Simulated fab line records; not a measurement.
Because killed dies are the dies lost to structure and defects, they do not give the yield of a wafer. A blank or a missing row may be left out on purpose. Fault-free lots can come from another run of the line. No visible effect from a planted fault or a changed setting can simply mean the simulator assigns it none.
Chamber matching / flow n5 finfet / N5_BEOL_M13_ETCH_68 on rie diel-03: 4 sister chambers
The step etches SOC in N2/H2, time 355 s. 20 wafers are shown with their chamber, then 10 later ones without.

== EACH WAFER AND ITS CHAMBER ==
wafer=L080.2; chamber=2; drypump motor current A (A)=5.3; showerhead plenum p Torr (Torr)=2.52; oes product au (a.u.)=0.70
wafer=L080.3; chamber=1; drypump motor current A (A)=6.5; showerhead plenum p Torr (Torr)=2.51; oes product au (a.u.)=0.70
wafer=L080.6; chamber=1; drypump motor current A (A)=6.4; showerhead plenum p Torr (Torr)=2.51; oes product au (a.u.)=0.70
wafer=L083.2; chamber=0; drypump motor current A (A)=5.9; showerhead plenum p Torr (Torr)=2.71; oes product au (a.u.)=0.91
wafer=L083.3; chamber=1; drypump motor current A (A)=6.5; showerhead plenum p Torr (Torr)=2.51; oes product au (a.u.)=0.70
wafer=L083.6; chamber=1; drypump motor current A (A)=6.5; showerhead plenum p Torr (Torr)=2.51; oes product au (a.u.)=0.70
wafer=L085.2; chamber=1; drypump motor current A (A)=6.5; showerhead plenum p Torr (Torr)=2.51; oes product au (a.u.)=0.70
wafer=L085.3; chamber=0; drypump motor current A (A)=5.9; showerhead plenum p Torr (Torr)=2.70; oes product au (a.u.)=0.91
wafer=L085.4; chamber=3; drypump motor current A (A)=5.3; showerhead plenum p Torr (Torr)=2.39; oes product au (a.u.)=0.69
wafer=L084.1; chamber=1; drypump motor current A (A)=6.5; showerhead plenum p Torr (Torr)=2.50; oes product au (a.u.)=0.69
wafer=L084.5; chamber=1; drypump motor current A (A)=6.5; showerhead plenum p Torr (Torr)=2.50; oes product au (a.u.)=0.70
wafer=L084.6; chamber=2; drypump motor current A (A)=5.3; showerhead plenum p Torr (Torr)=2.51; oes product au (a.u.)=0.69
wafer=L087.2; chamber=0; drypump motor current A (A)=5.9; showerhead plenum p Torr (Torr)=2.70; oes product au (a.u.)=0.91
wafer=L087.3; chamber=1; drypump motor current A (A)=6.5; showerhead plenum p Torr (Torr)=2.50; oes product au (a.u.)=0.69
wafer=L087.5; chamber=1; drypump motor current A (A)=6.5; showerhead plenum p Torr (Torr)=2.50; oes product au (a.u.)=0.70
wafer=L088.2; chamber=0; drypump motor current A (A)=5.9; showerhead plenum p Torr (Torr)=2.70; oes product au (a.u.)=0.90
wafer=L088.3; chamber=3; drypump motor current A (A)=5.3; showerhead plenum p Torr (Torr)=2.39; oes product au (a.u.)=0.69
wafer=L088.5; chamber=0; drypump motor current A (A)=5.9; showerhead plenum p Torr (Torr)=2.70; oes product au (a.u.)=0.90
wafer=L089.1; chamber=2; drypump motor current A (A)=5.3; showerhead plenum p Torr (Torr)=2.51; oes product au (a.u.)=0.69
wafer=L089.2; chamber=3; drypump motor current A (A)=5.3; showerhead plenum p Torr (Torr)=2.39; oes product au (a.u.)=0.69

SIGNATURES (averages over the wafers above)
reading=drypump motor current A; chamber 0=5.900; chamber 1=6.489; chamber 2=5.300; chamber 3=5.300; scatter within a chamber=0.0236
reading=showerhead plenum p Torr; chamber 0=2.7020; chamber 1=2.5056; chamber 2=2.5133; chamber 3=2.3900; scatter within a chamber=0.0048
reading=oes product au; chamber 0=0.9060; chamber 1=0.6978; chamber 2=0.6933; chamber 3=0.6900; scatter within a chamber=0.00462
Rule: a wafer's distance from a chamber is the root of the sum, over the readings, of the square of ((its reading less the chamber's mean) divided by the reading's scatter). The wafer belongs to the nearest chamber; if the next one is less than 2 further off, it can't be placed. The scatter: take each reading less its chamber's mean, square it, sum over the shown wafers, divide by the number of wafers less the number of chambers, and take the root.

== WAFERS WHOSE CHAMBER IS MISSING ==
wafer=L089.3; drypump motor current A (A)=5.9; showerhead plenum p Torr (Torr)=2.70; oes product au (a.u.)=0.89
wafer=L092.1; drypump motor current A (A)=5.9; showerhead plenum p Torr (Torr)=2.70; oes product au (a.u.)=0.88
wafer=L092.2; drypump motor current A (A)=6.5; showerhead plenum p Torr (Torr)=2.50; oes product au (a.u.)=0.68
wafer=L092.4; drypump motor current A (A)=5.3; showerhead plenum p Torr (Torr)=2.51; oes product au (a.u.)=0.68
wafer=L094.2; drypump motor current A (A)=6.5; showerhead plenum p Torr (Torr)=2.50; oes product au (a.u.)=0.68
wafer=L094.5; drypump motor current A (A)=5.9; showerhead plenum p Torr (Torr)=2.70; oes product au (a.u.)=0.88
wafer=L094.6; drypump motor current A (A)=5.3; showerhead plenum p Torr (Torr)=2.51; oes product au (a.u.)=0.68
wafer=L095.1; drypump motor current A (A)=6.4; showerhead plenum p Torr (Torr)=2.50; oes product au (a.u.)=0.68
wafer=L095.2; drypump motor current A (A)=5.3; showerhead plenum p Torr (Torr)=2.39; oes product au (a.u.)=0.68
wafer=L095.4; drypump motor current A (A)=6.5; showerhead plenum p Torr (Torr)=2.50; oes product au (a.u.)=0.68

== CHAMBER TAKEN BY EACH ==
wafer=L089.3; from the rows above=0; in truth=0
wafer=L092.1; from the rows above=0; in truth=0
wafer=L092.2; from the rows above=1; in truth=1
wafer=L092.4; from the rows above=2; in truth=2
wafer=L094.2; from the rows above=1; in truth=1
wafer=L094.5; from the rows above=0; in truth=0
wafer=L094.6; from the rows above=2; in truth=2
wafer=L095.1; from the rows above=1; in truth=1
wafer=L095.2; from the rows above=3; in truth=3
wafer=L095.4; from the rows above=1; in truth=1
Correct placement for 10 of the 10. Not placeable from these rows: 0. Wrongly placed: 0.
